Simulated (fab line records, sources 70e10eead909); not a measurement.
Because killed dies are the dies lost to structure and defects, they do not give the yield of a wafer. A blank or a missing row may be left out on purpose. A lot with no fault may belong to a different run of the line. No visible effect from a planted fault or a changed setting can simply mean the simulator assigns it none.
Chamber matching	flow nandHarc	NHARC_A_STAIRCASE_ETCH_253 on rieDiel-04: 4 sister chambers
The step etches the open film in C4F8/O2, target depth 50 nm, time 20.2 s. 8 wafers are shown with their chamber, then 12 later ones without.

WAFERS WITH THEIR CHAMBER
wafer	chamber	rfVppV (V)	oesProductAu (a.u.)
L082.1	3	906	0.915
L082.6	3	905	0.914
L093.6	1	891	0.976
L092.3	2	897	0.962
L092.5	0	890	0.942
L094.2	0	892	0.975
L094.4	1	891	0.970
L094.5	2	896	0.972

WAFERS WHOSE CHAMBER IS MISSING
wafer	rfVppV (V)	oesProductAu (a.u.)
L095.3	906	0.923
L095.5	904	0.922
L095.6	893	0.930
L096.1	892	0.994
L096.2	905	0.942
L096.3	897	0.997
L096.4	892	0.955
L096.5	897	0.995
L096.6	904	0.946
L097.2	905	0.908
L097.3	892	0.930
L097.4	899	0.944

EACH ONE'S CHAMBER
wafer	from the rows above	in truth
L095.3	3	3
L095.5	3	3
L095.6	can't be placed: 0 or 1 or 2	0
L096.1	can't be placed: 1 or 0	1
L096.2	3	3
L096.3	2	2
L096.4	can't be placed: 0 or 1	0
L096.5	2	2
L096.6	3	3
L097.2	3	3
L097.3	can't be placed: 0 or 1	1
L097.4	2	2
Placed correctly: 8 of 12. Unplaceable from these rows: 4, with the true chamber sitting among the candidates in 4. Number placed wrongly: 0.
How it was worked out, from the rows above alone: a wafer's distance from a chamber is the root of the sum, over the readings, of the square of ((its reading less the chamber's mean) divided by the reading's scatter). The wafer belongs to the nearest chamber; if the next one is less than 2 further off, it can't be placed. A chamber's mean is the mean of its shown wafers. The scatter is the square root of a quotient: the sum, over the shown wafers, of each reading's squared deviation from its chamber's mean, divided by wafers minus chambers.
